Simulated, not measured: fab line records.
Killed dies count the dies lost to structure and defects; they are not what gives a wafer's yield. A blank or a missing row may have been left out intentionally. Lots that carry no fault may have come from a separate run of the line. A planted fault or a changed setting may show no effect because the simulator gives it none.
Chamber matching	flow n5Finfet	rieDiel-06 running N5_SD_EPI_P_DESCUM_14: 4 sister chambers
The step chemistry O2, time 7.9 s. 4 wafers are shown with their chamber, then 9 later ones without.

== WAFERS PAIRED WITH THEIR CHAMBERS ==
wafer	chamber	drypumpMotorCurrentA (A)
L083.3	1	5.4
L084.5	2	6.1
L085.3	3	5.2
L085.6	0	5.6

== WAFERS WITH NO CHAMBER GIVEN ==
wafer	drypumpMotorCurrentA (A)
L087.1	6.1
L087.2	5.4
L087.5	6.1
L088.3	5.6
L088.4	6.1
L088.5	5.4
L090.2	5.6
L090.5	6.0
L090.6	5.2

== WHICH CHAMBER EACH WENT THROUGH ==
wafer	from the rows above	in truth
L087.1	2	2
L087.2	1	1
L087.5	2	2
L088.3	0	0
L088.4	2	2
L088.5	1	1
L090.2	0	0
L090.5	2	2
L090.6	3	3
Correctly placed: 9 of 9. Number that these rows cannot place: 0. Wrongly placed: 0.
How it was worked out, from the rows above alone: a wafer's distance from a chamber is the root of the sum, over the readings, of the square of ((its reading less the chamber's mean) divided by the reading's scatter). The wafer belongs to the nearest chamber; if the next one is less than 2 further off, it can't be placed. Each chamber's mean is taken over the wafers shown for it. The scatter: with one shown wafer a chamber, the root of the mean of the squares of how far each hidden wafer lies from its nearest shown one.
